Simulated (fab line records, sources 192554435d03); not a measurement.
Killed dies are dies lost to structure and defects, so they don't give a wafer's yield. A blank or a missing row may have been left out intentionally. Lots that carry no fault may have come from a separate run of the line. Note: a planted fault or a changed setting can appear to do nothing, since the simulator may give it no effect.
Which tool is to blame?    flow n5_finfet    72 wafers from 24 lots sampled at 3 of the route's 1938 steps

== WHAT THE GAUGES READ, wafer by wafer ==
N5_STI_FIN_REVEAL_CD_MEAS_22: target cd 6.238 nm, pitch 28 nm.
lot   measured     on         cd_nm (nm)
L074  day 2 12:26  cd_sem-02  6.30 6.13 6.24
L075  day 2 20:26  cd_sem-03  6.10 6.08 6.63
L076  day 3 11:06  cd_sem-02  5.84 6.25 5.95
L077  day 3 13:34  cd_sem-02  6.42 6.23 6.41
L078  day 3 19:32  cd_sem-01  6.05 6.25 6.70
L079  day 3 20:37  cd_sem-03  6.11 6.13 6.18
L080  day 4 00:43  cd_sem-02  6.40 6.71 6.57
L081  day 4 07:04  cd_sem-02  5.91 6.73 6.08
L082  day 4 13:20  cd_sem-01  5.94 5.87 6.12
L083  day 4 21:49  cd_sem-01  6.17 6.20 6.34
L084  day 5 00:49  cd_sem-02  5.72 5.89 6.85
L085  day 5 10:18  cd_sem-02  6.07 6.19 6.04
L086  day 5 18:25  cd_sem-02  6.13 6.19 6.05
L087  day 6 00:56  cd_sem-01  6.46 6.55 6.55
L088  day 6 03:13  cd_sem-03  6.31 6.52 6.38
L089  day 6 07:52  cd_sem-02  6.54 6.27 6.47
L090  day 6 14:23  cd_sem-01  6.38 6.24 6.43
L091  day 6 20:02  cd_sem-03  6.19 5.85 6.46
L092  day 7 02:28  cd_sem-02  6.21 5.79 6.24
L093  day 7 08:38  cd_sem-02  6.12 5.96 6.05
L094  day 7 12:15  cd_sem-02  6.11 6.43 6.42
L095  day 7 19:29  cd_sem-03  6.35 6.43 6.25
L096  day 8 03:20  cd_sem-01  6.62 6.34 6.49
L097  day 8 07:05  cd_sem-02  6.36 5.88 6.11

== EACH LOT AND THE TOOL THAT RAN IT (in order: tool; ch and the chambers of the sampled wafers; start) ==
lot   N5_STI_FIN_REVEAL_RECESS_09        N5_STI_FIN_REVEAL_OXIDATION_31
L074  vapor_etch-02 ch 0,1, day 2 10:18  plasma_asher-01 ch 0,1, day 2 11:56
L075  vapor_etch-02 ch 0,1, day 2 17:45  plasma_asher-02 ch 0,1, day 2 19:56
L076  vapor_etch-02 ch 0,1, day 3 08:25  plasma_asher-02 ch 0,1, day 3 10:34
L077  vapor_etch-02 ch 0,1, day 3 11:25  plasma_asher-02 ch 0,1, day 3 13:03
L078  vapor_etch-01 ch 0,1, day 3 16:52  plasma_asher-02 ch 0,1, day 3 19:01
L079  vapor_etch-02 ch 0,1, day 3 18:28  plasma_asher-02 ch 0,1, day 3 20:07
L080  vapor_etch-02 ch 0,1, day 3 22:33  plasma_asher-02 ch 0,1, day 4 00:13
L081  vapor_etch-02 ch 0,1, day 4 04:24  plasma_asher-02 ch 0,1, day 4 06:34
L082  vapor_etch-02 ch 0,1, day 4 10:40  plasma_asher-02 ch 0,1, day 4 12:49
L083  vapor_etch-02 ch 0,1, day 4 19:09  plasma_asher-02 ch 0,1, day 4 21:18
L084  vapor_etch-01 ch 0,1, day 4 22:07  plasma_asher-02 ch 0,1, day 5 00:17
L085  vapor_etch-01 ch 0,1, day 5 07:38  plasma_asher-01 ch 0,1, day 5 09:47
L086  vapor_etch-01 ch 0,1, day 5 15:41  plasma_asher-01 ch 0,1, day 5 17:54
L087  vapor_etch-01 ch 0,1, day 5 22:16  plasma_asher-02 ch 0,1, day 6 00:25
L088  vapor_etch-01 ch 0,1, day 6 00:33  plasma_asher-02 ch 0,1, day 6 02:43
L089  vapor_etch-01 ch 0,1, day 6 05:11  plasma_asher-02 ch 1, day 6 07:20
L090  vapor_etch-01 ch 0,1, day 6 11:43  plasma_asher-02 ch 0,1, day 6 13:52
L091  vapor_etch-01 ch 0,1, day 6 17:22  plasma_asher-01 ch 0,1, day 6 19:31
L092  vapor_etch-01 ch 0,1, day 6 23:47  plasma_asher-02 ch 0,1, day 7 01:56
L093  vapor_etch-02 ch 0,1, day 7 05:57  plasma_asher-01 ch 0,1, day 7 08:07
L094  vapor_etch-02 ch 0,1, day 7 09:35  plasma_asher-02 ch 0,1, day 7 11:44
L095  vapor_etch-01 ch 0,1, day 7 16:48  plasma_asher-01 ch 0,1, day 7 18:58
L096  vapor_etch-02 ch 0,1, day 8 00:40  plasma_asher-01 ch 0, day 8 02:49
L097  vapor_etch-01 ch 0,1, day 8 04:25  plasma_asher-02 ch 1, day 8 06:34
- N5_STI_FIN_REVEAL_RECESS_09: chemistry HF/NH3, target SiO2, afs cycles 11, target depth 42.5 nm, sublimation time 60 s.
- N5_STI_FIN_REVEAL_OXIDATION_31: chemistry O2 PLASMA REMOTE, time 20 s.

== WHAT THE TOOLS THEMSELVES READ (means of the sampled wafers that have a number; where no wafer has one, the mark that the record gives instead) ==
N5_STI_FIN_REVEAL_RECESS_09.
lot   tool           drypump_motor_current_A (A)  sublimation_temp_c (C)
L074  vapor_etch-02  6.1                          180.18
L075  vapor_etch-02  6.1                          179.90
L076  vapor_etch-02  6.1                          180.25
L077  vapor_etch-02  6.1                          179.79
L078  vapor_etch-01  5.1                          179.96
L079  vapor_etch-02  6.2                          180.00
L080  vapor_etch-02  6.2                          180.13
L081  vapor_etch-02  6.1                          180.14
L082  vapor_etch-02  6.1                          179.82
L083  vapor_etch-02  6.2                          179.90
L084  vapor_etch-01  5.3                          179.99
L085  vapor_etch-01  5.1                          179.96
L086  vapor_etch-01  5.1                          179.95
L087  vapor_etch-01  5.1                          179.97
L088  vapor_etch-01  5.1                          180.03
L089  vapor_etch-01  5.3                          179.93
L090  vapor_etch-01  5.1                          179.99
L091  vapor_etch-01  5.1                          179.94
L092  vapor_etch-01  5.3                          179.84
L093  vapor_etch-02  6.2                          180.30
L094  vapor_etch-02  6.2                          180.22
L095  vapor_etch-01  5.3                          180.06
L096  vapor_etch-02  6.1                          180.00
L097  vapor_etch-01  5.3                          180.15

N5_STI_FIN_REVEAL_OXIDATION_31.
lot   tool             drypump_motor_current_A (A)  heater_power_w (W)
L074  plasma_asher-01  5.96                         146
L075  plasma_asher-02  5.76                         143
L076  plasma_asher-02  5.57                         139
L077  plasma_asher-02  5.77                         144
L078  plasma_asher-02  5.56                         140
L079  plasma_asher-02  5.79                         144
L080  plasma_asher-02  5.76                         144
L081  plasma_asher-02  5.57                         139
L082  plasma_asher-02  5.75                         145
L083  plasma_asher-02  5.78                         144
L084  plasma_asher-02  5.77                         143
L085  plasma_asher-01  5.94                         144
L086  plasma_asher-01  5.94                         145
L087  plasma_asher-02  5.57                         140
L088  plasma_asher-02  5.77                         145
L089  plasma_asher-02  5.98                         150
L090  plasma_asher-02  5.56                         142
L091  plasma_asher-01  5.87                         147
L092  plasma_asher-02  5.56                         141
L093  plasma_asher-01  5.89                         148
L094  plasma_asher-02  5.58                         143
L095  plasma_asher-01  5.88                         144
L096  plasma_asher-01  6.01                         142
L097  plasma_asher-02  5.98                         149

== THE ANSWER, worked out from the rows above alone ==
Rule: what is usual is taken from the lots themselves. The widest of any qualifying gaps counts: lots, ordered by their means at a reading, are off when they make up no more than a third of the lots, leave a main group of 4 or more, and stand apart from it by 3 or more times the standard deviation of that group's means. A main group is skipped when, at the precision printed for the reading in the tables above, its means are all equal. A lot without any number at a reading at which 4 lots or more have one is off too. Where the step has rows for the other lots, those lots are counted as sound. First the gauges in route order, then the tools' own readings, where a lot's mean is used as printed above. The first step at which some lot is off is used, and at that step the reading that is off furthest; a lot without a number counts as furthest.
Nothing can be told from this: no lot is off at any reading shown.

== WHAT THE SIMULATOR PUT IN ==
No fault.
